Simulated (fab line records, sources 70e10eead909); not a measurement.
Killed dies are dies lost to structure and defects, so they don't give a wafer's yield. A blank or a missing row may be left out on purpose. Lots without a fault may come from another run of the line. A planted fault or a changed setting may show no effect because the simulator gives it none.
Which tool did it? | flow nand_harc | 12 lots, 35 wafers sampled, at 5 steps of a route of 1159

WHAT THE GAUGES READ, wafer by wafer
NHARC_A_BONDPAD_OVL_MEAS_35.
lot  | measured     | on         | overlay_x_nm (nm) | overlay_y_nm (nm)
L148 | day 18 03:38 | overlay-01 | -4 -4 -4          | 3 3 3
L149 | day 18 10:50 | overlay-01 | 0 1 1             | -4 -4 -4
L150 | day 18 15:14 | overlay-02 | 7 7 7             | -4 -5 -4
L153 | day 18 15:31 | overlay-01 | 6 6 6             | -2 -3 -2
L154 | day 19 11:49 | overlay-02 | -4 -4 -4          | 0 -1 -1
L152 | day 19 12:49 | overlay-02 | -9 -9 -9          | 3 3 3
L158 | day 20 11:42 | overlay-02 | 5 5               | 1 1
L167 | day 22 21:22 | overlay-01 | 2 2 2             | -1 -1 0
L168 | day 23 01:42 | overlay-01 | 5 4 5             | 7 7 7
L169 | day 23 12:01 | overlay-02 | 10 11 9           | -1 -1 -1
L170 | day 23 16:34 | overlay-02 | -4 -4 -4          | 8 8 8
L171 | day 24 00:52 | overlay-01 | -6 -5 -5          | -1 -1 -2

NHARC_END_SORT_01.
lot  | measured     | on        | defect_limited_yield (%) | killed_at_array | killed_at_other | killed_at_periphery | killed_dies | killed_open | killed_short | sort_bin_2_pct (%) | sort_bin_3_pct (%) | sort_bin_4_pct (%) | sort_n_pass | sort_rim_yield_pct (%) | sort_yield_pct (%)
L154 | day 21 18:05 | prober-01 | 95.4 94.4 0              | 24 35 672       | 3 2 1           | 4 1 4               | 31 38 677   | 5 2 6       | 0 4 4        | 1.9 1.6 96.6       | 0.15 0.44 0.15     | 2.5 3.5 3.2        | 646 639 0   | 89 94 0                | 95.4 94.4 0
L158 | day 22 01:56 | prober-01 | 96.0 0                   | 26 675          | 1 1             | 0 1                 | 27 677      | 3 2         | 1 3          | 1.2 96.3           | 0 0                | 2.8 3.7            | 650 0       | 96 0                   | 96.0 0

WHICH TOOL RAN EACH LOT (tool, then ch and the chambers of the sampled wafers, then the start)
lot  | NHARC_A_M1_PRE_CLEAN_30                 | NHARC_A_BONDPAD_ETCH_12            | NHARC_A_BONDPAD_ANNEAL_28
L148 | pvd_sputter-02, day 18 03:38 or earlier | rie_diel-13 ch 0,1,2, day 18 03:56 | rtp_anneal-01 ch 0, day 18 05:31
L149 | pvd_sputter-01, day 18 10:50 or earlier | rie_diel-11 ch 0,1,3, day 18 11:09 | rtp_anneal-01 ch 0, day 18 12:49
L150 | pvd_sputter-02, day 18 15:14 or earlier | rie_diel-01 ch 1,2, day 18 15:32   | rtp_anneal-01 ch 0, day 18 17:02
L153 | pvd_sputter-01, day 18 15:31 or earlier | rie_diel-11 ch 0,2,3, day 18 15:55 | rtp_anneal-02 ch 0, day 18 17:25
L154 | pvd_sputter-02, day 19 11:49 or earlier | rie_diel-11 ch 0,3, day 19 12:07   | rtp_anneal-01 ch 0, day 19 13:37
L152 | pvd_sputter-03, day 19 12:49 or earlier | rie_diel-01 ch 0,1,3, day 19 13:07 | rtp_anneal-01 ch 0, day 19 14:38
L158 | pvd_sputter-01, day 20 11:42 or earlier | rie_diel-11 ch 2,3, day 20 12:02   | rtp_anneal-02 ch 0, day 20 13:31
L167 | pvd_sputter-01, day 22 21:22 or earlier | rie_diel-01 ch 0,3, day 22 21:41   | rtp_anneal-02 ch 0, day 22 23:29
L168 | pvd_sputter-03, day 23 01:42 or earlier | rie_diel-11 ch 0,1, day 23 02:01   | rtp_anneal-02 ch 0, day 23 03:50
L169 | pvd_sputter-01, day 23 12:01 or earlier | rie_diel-11 ch 0,2,3, day 23 12:20 | rtp_anneal-02 ch 0, day 23 13:49
L170 | pvd_sputter-03, day 23 16:34 or earlier | rie_diel-13 ch 1,2,3, day 23 17:00 | rtp_anneal-01 ch 0, day 23 18:38
L171 | pvd_sputter-03, day 24 00:52 or earlier | rie_diel-11 ch 0,1,3, day 24 01:11 | rtp_anneal-01 ch 0, day 24 02:41
- NHARC_A_M1_PRE_CLEAN_30: time 30 s.
- NHARC_A_BONDPAD_ETCH_12: etches the open film in CHF3/O2, target depth 220 nm, time 110 s.
- NHARC_A_BONDPAD_ANNEAL_28: time 90 s.

WHAT THE TOOLS THEMSELVES READ (means of the sampled wafers that have a number; where no wafer has one, the mark that the record gives instead)
NHARC_A_M1_PRE_CLEAN_30.
lot  | tool           | heater_power_w (W)
L148 | pvd_sputter-02 | 377
L149 | pvd_sputter-01 | 408
L150 | pvd_sputter-02 | 344
L153 | pvd_sputter-01 | 420
L154 | pvd_sputter-02 | 383
L152 | pvd_sputter-03 | 400
L158 | pvd_sputter-01 | 386
L167 | pvd_sputter-01 | 414
L168 | pvd_sputter-03 | 347
L169 | pvd_sputter-01 | 419
L170 | pvd_sputter-03 | 415
L171 | pvd_sputter-03 | 415

NHARC_A_BONDPAD_ETCH_12.
lot  | tool        | drypump_motor_current_A (A) | oes_product_au (a.u.) | rf_fwd_power_W (W) | rf_vpp_V (V) | run_length_s (s) | showerhead_plenum_p_Torr (Torr) | throttle_valve_pct (%)
L148 | rie_diel-13 | 5.5                         | 0.924                 | 498.7              | 368.5        | 131.8            | 2.29                            | 20.577
L149 | rie_diel-11 | 5.7                         | 0.967                 | 495.9              | 371.4        | 131.2            | 2.41                            | 20.578
L150 | rie_diel-01 | 5.4                         | 0.924                 | 497.9              | 368.5        | 131.1            | 2.32                            | 20.568
L153 | rie_diel-11 | 5.8                         | 0.951                 | 495.1              | 369.1        | 131.5            | 2.36                            | 20.570
L154 | rie_diel-11 | 5.9                         | 0.980                 | 497.4              | 371.9        | 120.4            | 2.45                            | 20.573
L152 | rie_diel-01 | 5.7                         | 0.923                 | 496.4              | 368.5        | 131.1            | 2.27                            | 20.565
L158 | rie_diel-11 | 5.8                         | 0.968                 | 494.5              | 370.5        | 115.0            | 2.42                            | 20.576
L167 | rie_diel-01 | 5.8                         | 0.924                 | 497.7              | 371.1        | 131.0            | 2.42                            | 20.575
L168 | rie_diel-11 | 5.5                         | 0.969                 | 496.7              | 370.0        | 131.4            | 2.36                            | 20.572
L169 | rie_diel-11 | 5.8                         | 0.968                 | 496.2              | 369.1        | 131.4            | 2.36                            | 20.570
L170 | rie_diel-13 | 5.8                         | 0.927                 | 497.5              | 369.6        | 131.6            | 2.34                            | 20.579
L171 | rie_diel-11 | 5.7                         | 0.966                 | 497.7              | 370.4        | 131.3            | 2.41                            | 20.570

NHARC_A_BONDPAD_ANNEAL_28.
lot  | tool          | wafer_temp_C_max
L148 | rtp_anneal-01 | 225.86
L149 | rtp_anneal-01 | 226.01
L150 | rtp_anneal-01 | 225.89
L153 | rtp_anneal-02 | 226.13
L154 | rtp_anneal-01 | 225.73
L152 | rtp_anneal-01 | 225.79
L158 | rtp_anneal-02 | 225.90
L167 | rtp_anneal-02 | 226.26
L168 | rtp_anneal-02 | 225.92
L169 | rtp_anneal-02 | 226.22
L170 | rtp_anneal-01 | 225.86
L171 | rtp_anneal-01 | 225.82

THE ANSWER, worked out from the rows above alone
Rule: what is usual is taken from the lots themselves. Put in order of their means at a reading, lots are off if they are a third of the lots or fewer, leave a main group of 4 or more, and stand apart from it by a gap of 3 or more times the standard deviation of the main group's means; of several such gaps the widest counts. A main group whose means are all the same, to the digits that the tables above print for the reading, isn't used. A lot without any number at a reading at which 4 lots or more have one is off too. The other lots that the step has rows for count as sound. The gauges are gone through in route order, then the tools' own readings, and for those a lot's mean is taken as printed above. The first step at which some lot is off is used, and at that step the reading that is off furthest; a lot without a number counts as furthest.
Off: L154, L158, at NHARC_A_BONDPAD_ETCH_12 (run_length_s). The main group: mean 131.3 s, standard deviation 0.24.
A tool fits if, at that step or a process step before it, it ran every lot that is off, and no sound lot after the first of them. NHARC_A_M1_PRE_CLEAN_30 gives no start for some lots, so the hours and the order of its lots are those of NHARC_A_BONDPAD_OVL_MEAS_35. None of those tried fits.

WHAT THE SIMULATOR HAD PUT IN
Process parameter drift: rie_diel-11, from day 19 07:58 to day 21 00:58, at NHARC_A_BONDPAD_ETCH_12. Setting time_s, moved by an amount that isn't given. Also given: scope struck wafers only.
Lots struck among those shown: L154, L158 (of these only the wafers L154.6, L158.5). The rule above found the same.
